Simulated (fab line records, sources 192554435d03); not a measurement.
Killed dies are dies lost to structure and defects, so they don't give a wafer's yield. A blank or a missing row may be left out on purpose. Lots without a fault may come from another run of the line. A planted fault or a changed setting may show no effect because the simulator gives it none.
Chamber matching | flow n5_finfet | N5_BEOL_M8_ALD_77 on ald_metal-01: 3 sister chambers
The step deposits TaN, target thk 2 nm, pulse time 2 s, purge time 3 s. 6 wafers are shown with their chamber, then 7 later ones without.

WAFERS WITH THEIR CHAMBER
wafer  | chamber | heater_power_outer_w (W) | heater_power_w (W)
L081.4 | 3       | 230                      | 434
L085.3 | 3       | 227                      | 435
L086.2 | 1       | 260                      | 477
L086.4 | 0       | 227                      | 442
L087.2 | 0       | 225                      | 436
L087.3 | 1       | 256                      | 469

WAFERS WITHOUT THEIR CHAMBER
wafer  | heater_power_outer_w (W) | heater_power_w (W)
L087.6 | 227                      | 430
L093.1 | 260                      | 469
L093.5 | 226                      | 437
L093.6 | 252                      | 466
L095.1 | 232                      | 428
L095.2 | 229                      | 438
L095.4 | 255                      | 471

WHICH CHAMBER EACH WENT THROUGH
wafer  | from the rows above     | in truth
L087.6 | can't be placed: 3 or 0 | 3
L093.1 | 1                       | 1
L093.5 | can't be placed: 0 or 3 | 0
L093.6 | 1                       | 1
L095.1 | can't be placed: 3 or 0 | 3
L095.2 | can't be placed: 3 or 0 | 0
L095.4 | 1                       | 1
Placed correctly: 3 of 7. Can't be placed from these rows: 4 (the true chamber is among the candidates in 4). Placed wrongly: 0.
How it was worked out, from the rows above alone: a wafer's distance from a chamber is the root of the sum, over the readings, of the square of ((its reading less the chamber's mean) divided by the reading's scatter). The wafer belongs to the nearest chamber; if the next one is less than 2 further off, it can't be placed. A chamber's mean is the mean of its shown wafers. The scatter: the root of (the sum of the squares of (reading less its chamber's mean) over the shown wafers, divided by (wafers less chambers)).
